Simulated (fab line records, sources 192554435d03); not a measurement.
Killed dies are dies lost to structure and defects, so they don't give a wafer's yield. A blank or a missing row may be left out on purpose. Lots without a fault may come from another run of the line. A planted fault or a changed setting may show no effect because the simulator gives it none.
Which tool did it? | flow n5_finfet | 24 lots, 72 wafers sampled, at 6 steps of a route of 1938

WHAT THE GAUGES READ, wafer by wafer
The record holds no reading of a measuring or inspecting step that can be judged against a usual standard deviation.

WHICH TOOL RAN EACH LOT (tool, then ch and the chambers of the sampled wafers, then the start)
lot  | N5_MOL_CONTACT_COAG_ETCHBACK_132   | N5_MOL_CONTACT_COAG_CMP_52    | N5_BEOL_M0_SAQP_HM_DEP_02    | N5_BEOL_M0_SAQP_PECVD_03        | N5_BEOL_M0_SAQP_PECVD_04        | N5_BEOL_M0_SAQP_RECESS_114
L074 | rie_diel-06 ch 0,1,2, day 5 04:50  | cmp-01 ch 0,1,3, day 5 07:03  | pvd_sputter-03, day 5 14:10  | pecvd-03 ch 0,1,2, day 5 14:17  | pecvd-03 ch 0,1,2, day 5 14:25  | vapor_etch-01 ch 0,1, day 5 15:28
L075 | rie_diel-04 ch 0,1,2, day 5 09:10  | cmp-02 ch 0,1,3, day 5 11:24  | pvd_sputter-01, day 5 17:43  | pecvd-03 ch 0,1, day 5 17:50    | pecvd-03 ch 0,1, day 5 17:56    | vapor_etch-01 ch 0,1, day 5 19:02
L076 | rie_diel-01 ch 0,2, day 5 18:34    | cmp-03 ch 0,2,3, day 5 21:15  | pvd_sputter-03, day 6 01:03  | pecvd-04 ch 0,1,2, day 6 01:10  | pecvd-04 ch 0,1,2, day 6 01:17  | vapor_etch-02 ch 0,1, day 6 02:28
L077 | rie_diel-01 ch 2,3, day 5 22:21    | cmp-01 ch 1,2, day 6 01:02    | pvd_sputter-02, day 6 05:42  | pecvd-04 ch 0,1,2, day 6 05:49  | pecvd-04 ch 0,1,2, day 6 05:56  | vapor_etch-01 ch 0,1, day 6 07:08
L078 | rie_diel-06 ch 0,1,2, day 6 04:57  | cmp-03 ch 0,2,3, day 6 07:10  | pvd_sputter-03, day 6 11:44  | pecvd-01 ch 0,1,2, day 6 11:51  | pecvd-01 ch 0,1,2, day 6 11:58  | vapor_etch-01 ch 0,1, day 6 13:02
L079 | rie_diel-01 ch 1,2,3, day 6 17:11  | cmp-02 ch 1,2,3, day 6 19:35  | pvd_sputter-02, day 6 23:53  | pecvd-03 ch 0,1,2, day 7 00:00  | pecvd-03 ch 0,1,2, day 7 00:07  | vapor_etch-01 ch 0,1, day 7 01:10
L080 | rie_diel-04 ch 0,1,3, day 6 17:25  | cmp-02 ch 0,1,3, day 6 19:55  | pvd_sputter-02, day 7 02:47  | pecvd-01 ch 0,2, day 7 02:54    | pecvd-01 ch 0,2, day 7 03:01    | vapor_etch-01 ch 0,1, day 7 04:06
L081 | rie_diel-06 ch 0,2,3, day 6 22:51  | cmp-03 ch 1,2, day 7 01:25    | pvd_sputter-01, day 7 08:04  | pecvd-03 ch 0,1, day 7 08:12    | pecvd-03 ch 0,1, day 7 08:19    | vapor_etch-01 ch 0,1, day 7 09:40
L082 | rie_diel-06 ch 1,3, day 7 06:55    | cmp-02 ch 0,3, day 7 10:06    | pvd_sputter-03, day 7 16:29  | pecvd-04 ch 0,1,2, day 7 16:37  | pecvd-04 ch 0,1,2, day 7 16:43  | vapor_etch-01 ch 0,1, day 7 17:56
L083 | rie_diel-06 ch 0,1,3, day 7 12:57  | cmp-02 ch 1,2,3, day 7 15:11  | pvd_sputter-03, day 7 19:59  | pecvd-01 ch 0,2, day 7 20:06    | pecvd-01 ch 0,2, day 7 20:13    | vapor_etch-02 ch 1, day 7 21:36
L084 | rie_diel-06 ch 0,3, day 7 18:03    | cmp-01 ch 0,1,3, day 7 20:40  | pvd_sputter-02, day 8 00:32  | pecvd-03 ch 0,2, day 8 00:39    | pecvd-03 ch 0,2, day 8 00:50    | vapor_etch-01 ch 0,1, day 8 02:03
L085 | rie_diel-01 ch 0,2, day 8 07:29    | cmp-02 ch 2,3, day 8 09:55    | pvd_sputter-02, day 8 14:46  | pecvd-03 ch 1,2, day 8 14:53    | pecvd-03 ch 1,2, day 8 15:01    | vapor_etch-02 ch 0,1, day 8 16:14
L086 | rie_diel-04 ch 0,1, day 8 07:35    | cmp-01 ch 1,2, day 8 10:05    | pvd_sputter-02, day 8 18:01  | pecvd-03 ch 0,2, day 8 18:08    | pecvd-03 ch 0,2, day 8 18:16    | vapor_etch-02 ch 0,1, day 8 19:41
L087 | rie_diel-06 ch 0,3, day 8 09:01    | cmp-01 ch 2,3, day 8 11:24    | pvd_sputter-02, day 8 17:55  | pecvd-04 ch 0,1,2, day 8 18:02  | pecvd-04 ch 0,1,2, day 8 18:10  | vapor_etch-02 ch 0,1, day 8 19:27
L088 | rie_diel-04 ch 1,2,3, day 8 17:01  | cmp-01 ch 0,1,3, day 8 19:13  | pvd_sputter-01, day 8 23:29  | pecvd-01 ch 1,2, day 8 23:37    | pecvd-01 ch 1,2, day 8 23:44    | vapor_etch-01 ch 0,1, day 9 00:58
L089 | rie_diel-06 ch 0,1,2, day 9 00:16  | cmp-02 ch 1,3, day 9 03:02    | pvd_sputter-01, day 9 08:10  | pecvd-04 ch 1, day 9 08:18      | pecvd-04 ch 1, day 9 08:28      | vapor_etch-02 ch 0,1, day 9 09:40
L091 | rie_diel-06 ch 0,1,3, day 9 07:22  | cmp-02 ch 1,2,3, day 9 10:04  | pvd_sputter-02, day 9 14:58  | pecvd-03 ch 0,2, day 9 15:05    | pecvd-03 ch 0,2, day 9 15:12    | vapor_etch-02 ch 0,1, day 9 16:32
L090 | rie_diel-04 ch 1,2, day 9 12:17    | cmp-03 ch 0,1,2, day 9 14:34  | pvd_sputter-03, day 9 20:05  | pecvd-04 ch 1,2, day 9 20:12    | pecvd-04 ch 1,2, day 9 20:22    | vapor_etch-02 ch 0,1, day 9 21:34
L092 | rie_diel-04 ch 1,2,3, day 9 19:29  | cmp-02 ch 0,1,3, day 9 22:07  | pvd_sputter-01, day 10 02:44 | pecvd-01 ch 0,1,2, day 10 02:52 | pecvd-01 ch 0,1,2, day 10 02:59 | vapor_etch-01 ch 0,1, day 10 04:18
L093 | rie_diel-04 ch 1,2,3, day 9 19:59  | cmp-02 ch 0,2,3, day 9 22:37  | pvd_sputter-02, day 10 06:22 | pecvd-01 ch 0,1, day 10 06:29   | pecvd-01 ch 0,1, day 10 06:36   | vapor_etch-01 ch 0,1, day 10 07:48
L094 | rie_diel-06 ch 0,2,3, day 9 23:28  | cmp-03 ch 0,1,3, day 10 01:52 | pvd_sputter-01, day 10 09:55 | pecvd-03 ch 0,1, day 10 10:03   | pecvd-03 ch 0,1, day 10 10:10   | vapor_etch-01 ch 0,1, day 10 11:25
L095 | rie_diel-06 ch 0,3, day 10 07:35   | cmp-02 ch 0,1, day 10 09:48   | pvd_sputter-02, day 10 13:41 | pecvd-04 ch 0,2, day 10 13:49   | pecvd-04 ch 0,2, day 10 13:56   | vapor_etch-01 ch 0, day 10 15:01
L096 | rie_diel-04 ch 1,2,3, day 10 17:23 | cmp-01 ch 1,2,3, day 10 20:01 | pvd_sputter-02, day 11 00:26 | pecvd-03 ch 1,2, day 11 00:34   | pecvd-03 ch 1,2, day 11 00:40   | vapor_etch-01 ch 0,1, day 11 01:58
L097 | rie_diel-04 ch 0,2, day 10 21:05   | cmp-02 ch 0,2, day 10 23:25   | pvd_sputter-02, day 11 03:38 | pecvd-01 ch 0,1, day 11 03:46   | pecvd-01 ch 0,1, day 11 03:52   | vapor_etch-02 ch 0,1, day 11 05:07
- N5_MOL_CONTACT_COAG_ETCHBACK_132: etches SiO2 in CHF3, target depth 10 nm, time 6.7 s.
- N5_MOL_CONTACT_COAG_CMP_52: polishes, stops on SiO2, t overpolish 1.5 s, target thk 66.5 nm.
- N5_BEOL_M0_SAQP_HM_DEP_02: deposits TiN, target thk 12 nm.
- N5_BEOL_M0_SAQP_PECVD_03: deposits SiCN from 3MS/NH3, target thk 12 nm, time 21.1 s.
- N5_BEOL_M0_SAQP_PECVD_04: deposits a-Si from SiH4/He, target thk 60 nm, time 60.2 s.
- N5_BEOL_M0_SAQP_RECESS_114: chemistry HF/NH3, target SiO2, target depth 14.4 nm, afs cycles 3, sublimation time 60 s.

WHAT THE TOOLS THEMSELVES READ (means of the sampled wafers that have a number; where no wafer has one, the mark that the record gives instead)
N5_MOL_CONTACT_COAG_ETCHBACK_132. Usual: drypump_motor_current_A 5.7 A, standard deviation 0.5; mfc_ar_sccm 200.0 sccm, standard deviation 0.56; oes_product_au 0.77 a.u., standard deviation 0.093; rf_fwd_power_W 601.8 W, standard deviation 2.9; rf_vpp_V 521 V, standard deviation 3.6; showerhead_plenum_p_Torr 2.40 Torr, standard deviation 0.073; throttle_valve_pct 18.75 %, standard deviation 0.18.
lot  | tool        | drypump_motor_current_A (A) | mfc_ar_sccm (sccm) | oes_product_au (a.u.) | rf_fwd_power_W (W) | rf_vpp_V (V) | showerhead_plenum_p_Torr (Torr) | throttle_valve_pct (%) | flag
L074 | rie_diel-06 | 5.4                         | 200.5              | 0.73                  | 600.7              | 519          | 2.40                            | 18.83                  |
L075 | rie_diel-04 | 5.9                         | 199.9              | 0.71                  | 602.7              | 520          | 2.33                            | 18.93                  |
L076 | rie_diel-01 | 5.4                         | 200.0              | 0.73                  | 601.8              | 524          | 2.41                            | 18.81                  |
L077 | rie_diel-01 | 5.6                         | 200.5              | 0.82                  | 602.2              | 522          | 2.40                            | 18.58                  |
L078 | rie_diel-06 | 5.4                         | 200.0              | 0.72                  | 601.2              | 519          | 2.40                            | 18.84                  |
L079 | rie_diel-01 | 5.4                         | 200.3              | 0.88                  | 601.9              | 519          | 2.38                            | 18.51                  |
L080 | rie_diel-04 | 5.6                         | 200.6              | 0.72                  | 606.7              | 521          | 2.33                            | 18.76                  |
L081 | rie_diel-06 | 5.9                         | 199.4              | 0.74                  | 597.8              | 522          | 2.43                            | 18.86                  |
L082 | rie_diel-06 | 5.8                         | 200.0              | 0.71                  | 601.0              | 517          | 2.39                            | 18.78                  |
L083 | rie_diel-06 | 5.9                         | 199.9              | 0.73                  | 600.1              | 520          | 2.43                            | 18.79                  |
L084 | rie_diel-06 | 6.4                         | 199.7              | 0.75                  | 600.6              | 522          | 2.47                            | 18.80                  |
L085 | rie_diel-01 | 5.5                         | 199.8              | 0.80                  | 601.6              | 523          | 2.40                            | 18.71                  |
L086 | rie_diel-04 | 5.6                         | 200.0              | 0.70                  | 601.3              | 522          | 2.35                            | 18.84                  |
L087 | rie_diel-06 | 6.3                         | 200.2              | 0.74                  | 600.2              | 522          | 2.46                            | 18.81                  |
L088 | rie_diel-04 | 6.0                         | 200.0              | 0.79                  | 604.4              | 523          | 2.39                            | 18.61                  |
L089 | rie_diel-06 | 5.4                         | 200.3              | 0.79                  | 600.7              | 519          | 2.39                            | 18.74                  |
L091 | rie_diel-06 | 5.9                         | 200.0              | 0.72                  | 599.7              | 520          | 2.43                            | 18.82                  |
L090 | rie_diel-04 | 6.2                         | 199.6              | 0.85                  | 604.8              | 523          | 2.47                            | 18.67                  |
L092 | rie_diel-04 | 5.9                         | 200.6              | 0.78                  | 604.0              | 522          | 2.38                            | 18.62                  |
L093 | rie_diel-04 | 5.9                         | 200.0              | 0.78                  | 603.2              | 523          | 2.38                            | 18.62                  |
L094 | rie_diel-06 | 5.9                         | 200.2              | 0.80                  | 601.0              | 520          | 2.42                            | 18.75                  |
L095 | rie_diel-06 | 5.9                         | 199.9              | 0.74                  | 598.9              | 524          | 2.47                            | 18.85                  |
L096 | rie_diel-04 | 5.9                         | 200.2              | 0.77                  | 604.0              | 523          | 2.38                            | 18.63                  |
L097 | rie_diel-04 | 5.9                         | 200.2              | 0.93                  | 602.8              | 521          | 2.41                            | 18.76                  |

N5_MOL_CONTACT_COAG_CMP_52. Usual: motor_current_A 12.1 A, standard deviation 1.3; overpolish_run_s 1.500 s, standard deviation 0.01; platen_rpm 50.29 rpm, standard deviation 0.032; time_to_endpoint_s 14.4 s, standard deviation 2.2.
lot  | tool   | motor_current_A (A) | overpolish_run_s (s) | platen_rpm (rpm) | time_to_endpoint_s (s) | flag
L074 | cmp-01 | 11.4                | 1.502                | 50.29            | 14.6                   |
L075 | cmp-02 | 12.6                | 1.497                | 50.28            | 15.9                   |
L076 | cmp-03 | 12.1                | 1.499                | 50.33            | 16.3                   |
L077 | cmp-01 | 10.7                | 1.509                | 50.29            | 16.4                   |
L078 | cmp-03 | 11.9                | 1.499                | 50.31            | 16.4                   |
L079 | cmp-02 | 12.7                | 1.504                | 50.30            | 16.1                   |
L080 | cmp-02 | 12.9                | 1.501                | 50.29            | 16.0                   |
L081 | cmp-03 | 11.6                | 1.491                | 50.29            | 14.0                   |
L082 | cmp-02 | 12.7                | 1.504                | 50.24            | 18.5                   |
L083 | cmp-02 | 12.6                | 1.494                | 50.26            | 14.8                   |
L084 | cmp-01 | 11.4                | 1.496                | 50.29            | 16.9                   |
L085 | cmp-02 | 12.4                | 1.511                | 50.26            | 12.5                   |
L086 | cmp-01 | 11.1                | 1.486                | 50.27            | 14.0                   |
L087 | cmp-01 | 11.4                | 1.498                | 50.34            | 14.4                   |
L088 | cmp-01 | 11.6                | 1.494                | 50.28            | 12.7                   |
L089 | cmp-02 | 13.2                | 1.490                | 50.30            | 14.8                   |
L091 | cmp-02 | 12.3                | 1.497                | 50.30            | 13.8                   |
L090 | cmp-03 | 11.9                | 1.494                | 50.27            | 13.2                   |
L092 | cmp-02 | 12.6                | 1.505                | 50.28            | 13.2                   |
L093 | cmp-02 | 11.7                | 1.494                | 50.29            | 11.1                   |
L094 | cmp-03 | 11.2                | 1.499                | 50.31            | 13.7                   |
L095 | cmp-02 | 12.5                | 1.499                | 50.29            | 11.8                   |
L096 | cmp-01 | 11.3                | 1.494                | 50.33            | 9.9                    |
L097 | cmp-02 | 11.1                | 1.492                | 50.29            | 13.1                   |

N5_BEOL_M0_SAQP_HM_DEP_02. Usual: throttle_valve_pct 29.9 %, standard deviation 1.1.
lot  | tool           | throttle_valve_pct (%) | flag
L074 | pvd_sputter-03 | 29.8                   |
L075 | pvd_sputter-01 | 30.5                   |
L076 | pvd_sputter-03 | 29.0                   |
L077 | pvd_sputter-02 | 30.9                   |
L078 | pvd_sputter-03 | 29.3                   |
L079 | pvd_sputter-02 | 30.4                   |
L080 | pvd_sputter-02 | 29.5                   |
L081 | pvd_sputter-01 | 29.7                   |
L082 | pvd_sputter-03 | 30.4                   |
L083 | pvd_sputter-03 | 29.7                   |
L084 | pvd_sputter-02 | 29.7                   |
L085 | pvd_sputter-02 | 29.7                   |
L086 | pvd_sputter-02 | 30.4                   |
L087 | pvd_sputter-02 | 31.2                   |
L088 | pvd_sputter-01 | 30.1                   |
L089 | pvd_sputter-01 | 30.4                   |
L091 | pvd_sputter-02 | 28.8                   |
L090 | pvd_sputter-03 | 29.9                   |
L092 | pvd_sputter-01 | 30.4                   |
L093 | pvd_sputter-02 | 30.3                   |
L094 | pvd_sputter-01 | 30.4                   |
L095 | pvd_sputter-02 | 29.3                   |
L096 | pvd_sputter-02 | 29.3                   |
L097 | pvd_sputter-02 | 29.8                   |

N5_BEOL_M0_SAQP_PECVD_03. Usual: rf_fwd_power_W 199.1 W, standard deviation 0.83; showerhead_plenum_p_Torr 3.671 Torr, standard deviation 0.0089; throttle_valve_pct 8.8 %, standard deviation 0.46.
lot  | tool     | rf_fwd_power_W (W) | showerhead_plenum_p_Torr (Torr) | throttle_valve_pct (%) | flag
L074 | pecvd-03 | 199.0              | 3.669                           | 8.9                    |
L075 | pecvd-03 | 198.0              | 3.659                           | 8.7                    |
L076 | pecvd-04 | 199.4              | 3.673                           | 8.7                    |
L077 | pecvd-04 | 199.6              | 3.666                           | 8.8                    |
L078 | pecvd-01 | 198.7              | 3.680                           | 8.9                    |
L079 | pecvd-03 | 199.0              | 3.669                           | 8.6                    |
L080 | pecvd-01 | 200.0              | 3.672                           | 8.7                    |
L081 | pecvd-03 | 198.5              | 3.660                           | 8.5                    |
L082 | pecvd-04 | 199.3              | 3.668                           | 8.8                    |
L083 | pecvd-01 | 199.4              | 3.679                           | 8.8                    |
L084 | pecvd-03 | 199.3              | 3.667                           | 8.6                    |
L085 | pecvd-03 | 199.2              | 3.667                           | 9.2                    |
L086 | pecvd-03 | 199.2              | 3.669                           | 8.7                    |
L087 | pecvd-04 | 199.0              | 3.681                           | 8.9                    |
L088 | pecvd-01 | 198.6              | 3.680                           | 8.9                    |
L089 | pecvd-04 | 200.4              | 3.671                           | 9.4                    |
L091 | pecvd-03 | 199.2              | 3.669                           | 8.4                    |
L090 | pecvd-04 | 199.9              | 3.666                           | 9.1                    |
L092 | pecvd-01 | 199.0              | 3.679                           | 8.7                    |
L093 | pecvd-01 | 198.5              | 3.677                           | 9.0                    |
L094 | pecvd-03 | 198.7              | 3.662                           | 8.5                    |
L095 | pecvd-04 | 199.1              | 3.674                           | 8.7                    |
L096 | pecvd-03 | 198.6              | 3.673                           | 9.2                    |
L097 | pecvd-01 | 199.5              | 3.678                           | 9.0                    |

N5_BEOL_M0_SAQP_PECVD_04. Usual: heater_power_w 659 W, standard deviation 94; rf_fwd_power_W 99.3 W, standard deviation 0.34; showerhead_plenum_p_Torr 5.692 Torr, standard deviation 0.03; throttle_valve_pct 17.7 %, standard deviation 0.85.
lot  | tool     | heater_power_w (W) | rf_fwd_power_W (W) | showerhead_plenum_p_Torr (Torr) | throttle_valve_pct (%) | flag
L074 | pecvd-03 | 733                | 99.2               | 5.673                           | 17.4                   |
L075 | pecvd-03 | 748                | 99.3               | 5.670                           | 17.7                   |
L076 | pecvd-04 | 642                | 99.7               | 5.690                           | 17.8                   |
L077 | pecvd-04 | 635                | 99.0               | 5.686                           | 17.5                   |
L078 | pecvd-01 | 621                | 99.4               | 5.709                           | 17.8                   |
L079 | pecvd-03 | 670                | 99.0               | 5.674                           | 17.6                   |
L080 | pecvd-01 | 605                | 99.4               | 5.704                           | 17.8                   |
L081 | pecvd-03 | 716                | 99.5               | 5.652                           | 16.9                   |
L082 | pecvd-04 | 609                | 99.6               | 5.704                           | 17.8                   |
L083 | pecvd-01 | 604                | 99.5               | 5.703                           | 17.7                   |
L084 | pecvd-03 | 665                | 99.3               | 5.691                           | 17.4                   |
L085 | pecvd-03 | 745                | 99.5               | 5.696                           | 18.2                   |
L086 | pecvd-03 | 690                | 99.2               | 5.689                           | 17.5                   |
L087 | pecvd-04 | 641                | 99.5               | 5.692                           | 17.7                   |
L088 | pecvd-01 | 633                | 99.2               | 5.730                           | 18.0                   |
L089 | pecvd-04 | 801                | 99.6               | 5.691                           | 18.9                   |
L091 | pecvd-03 | 723                | 99.1               | 5.674                           | 16.9                   |
L090 | pecvd-04 | 698                | 99.4               | 5.676                           | 18.2                   |
L092 | pecvd-01 | 583                | 99.5               | 5.721                           | 18.0                   |
L093 | pecvd-01 | 577                | 99.5               | 5.713                           | 18.1                   |
L094 | pecvd-03 | 683                | 99.3               | 5.652                           | 17.1                   |
L095 | pecvd-04 | 566                | 99.1               | 5.705                           | 17.3                   |
L096 | pecvd-03 | 726                | 99.1               | 5.690                           | 18.4                   |
L097 | pecvd-01 | 577                | 99.2               | 5.714                           | 17.9                   |

N5_BEOL_M0_SAQP_RECESS_114. Usual: drypump_motor_current_A 5.8 A, standard deviation 0.37; temp_c 30.04 C, standard deviation 0.11.
lot  | tool          | drypump_motor_current_A (A) | temp_c (C) | flag
L074 | vapor_etch-01 | 5.9                         | 30.10      |
L075 | vapor_etch-01 | 5.9                         | 30.08      |
L076 | vapor_etch-02 | 5.5                         | 29.98      |
L077 | vapor_etch-01 | 5.9                         | 29.99      |
L078 | vapor_etch-01 | 5.9                         | 29.91      |
L079 | vapor_etch-01 | 5.9                         | 30.12      |
L080 | vapor_etch-01 | 5.9                         | 30.00      |
L081 | vapor_etch-01 | 5.9                         | 30.05      |
L082 | vapor_etch-01 | 5.9                         | 30.02      |
L083 | vapor_etch-02 | 5.4                         | 29.99      |
L084 | vapor_etch-01 | 6.1                         | 30.03      |
L085 | vapor_etch-02 | 5.5                         | 30.03      |
L086 | vapor_etch-02 | 5.5                         | 30.10      |
L087 | vapor_etch-02 | 5.5                         | 29.84      |
L088 | vapor_etch-01 | 6.1                         | 30.08      |
L089 | vapor_etch-02 | 5.5                         | 30.05      |
L091 | vapor_etch-02 | 5.4                         | 29.98      |
L090 | vapor_etch-02 | 5.5                         | 30.13      |
L092 | vapor_etch-01 | 5.9                         | 30.00      |
L093 | vapor_etch-01 | 5.9                         | 29.97      |
L094 | vapor_etch-01 | 6.2                         | 30.03      |
L095 | vapor_etch-01 | 6.4                         | 30.04      |
L096 | vapor_etch-01 | 6.1                         | 30.11      |
L097 | vapor_etch-02 | 5.5                         | 30.12      |

THE ANSWER, worked out from the rows above alone
Rule: a lot is off if the mean of its wafers that have a number lies more than 3 standard deviations from the usual mean. A lot without any number at a reading at which 4 lots or more have one is off too. The other lots that the step has rows for count as sound. The gauges are gone through in route order, then the tools' own readings, and for those a lot's mean is taken as printed above. The first step at which some lot is off is used, and at that step the reading that is off furthest; a lot without a number counts as furthest.
No lot is off at any reading shown: from this, nothing can be told.

WHAT THE SIMULATOR HAD PUT IN
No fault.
